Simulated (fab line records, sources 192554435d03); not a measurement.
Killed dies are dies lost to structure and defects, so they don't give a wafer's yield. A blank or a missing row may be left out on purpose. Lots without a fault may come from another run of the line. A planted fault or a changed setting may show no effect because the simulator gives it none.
Chamber matching | flow n5_finfet | N5_SDB_ALD_29 on ald_sin-04: 4 sister chambers
The step deposits SiNx, target thk 30 nm, pulse time 1 s, ald cycles 600. 20 wafers are shown with their chamber, then 10 later ones without.

WAFERS WITH THEIR CHAMBER
wafer  | chamber | heater_power_w (W) | precursor_pulse_height_rel
L074.1 | 0       | 744                | 1.005
L074.3 | 3       | 857                | 1.009
L074.6 | 1       | 963                | 0.988
L077.3 | 0       | 743                | 0.993
L077.4 | 2       | 907                | 1.009
L077.6 | 3       | 878                | 1.024
L078.1 | 3       | 899                | 1.002
L078.3 | 2       | 932                | 0.995
L078.5 | 3       | 918                | 1.007
L081.4 | 1       | 967                | 1.039
L081.5 | 2       | 900                | 1.026
L081.6 | 3       | 875                | 1.018
L082.2 | 3       | 880                | 1.017
L082.3 | 2       | 900                | 0.987
L082.6 | 1       | 989                | 0.984
L083.1 | 3       | 892                | 0.993
L083.2 | 2       | 912                | 1.019
L083.4 | 0       | 762                | 0.998
L087.2 | 3       | 888                | 1.028
L087.3 | 0       | 755                | 1.020

SIGNATURES (means of the wafers above)
reading                    | chamber 0 | chamber 1 | chamber 2 | chamber 3 | scatter within a chamber
heater_power_w             | 751.00    | 973.00    | 910.20    | 885.88    | 15.1
precursor_pulse_height_rel | 1.00400   | 1.00367   | 1.00720   | 1.01225   | 0.0164
Rule: a wafer's distance from a chamber is the root of the sum, over the readings, of the square of ((its reading less the chamber's mean) divided by the reading's scatter). The wafer belongs to the nearest chamber; if the next one is less than 2 further off, it can't be placed. The scatter: the root of (the sum of the squares of (reading less its chamber's mean) over the shown wafers, divided by (wafers less chambers)).

WAFERS WITHOUT THEIR CHAMBER
wafer  | heater_power_w (W) | precursor_pulse_height_rel
L087.6 | 923                | 1.044
L092.1 | 867                | 1.012
L092.4 | 881                | 1.040
L092.6 | 980                | 0.963
L093.3 | 993                | 1.011
L093.4 | 979                | 0.971
L093.6 | 884                | 0.994
L095.1 | 881                | 1.036
L095.2 | 953                | 1.015
L095.4 | 917                | 1.039

WHICH CHAMBER EACH WENT THROUGH
wafer  | from the rows above          | in truth
L087.6 | can't be placed: 2 or 3 or 1 | 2
L092.1 | can't be placed: 3 or 2      | 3
L092.4 | can't be placed: 3 or 2      | 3
L092.6 | 1                            | 1
L093.3 | 1                            | 1
L093.4 | 1                            | 1
L093.6 | can't be placed: 3 or 2      | 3
L095.1 | can't be placed: 3 or 2      | 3
L095.2 | can't be placed: 1 or 2      | 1
L095.4 | can't be placed: 2 or 3      | 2
Placed correctly: 3 of 10. Can't be placed from these rows: 7 (the true chamber is among the candidates in 7). Placed wrongly: 0.
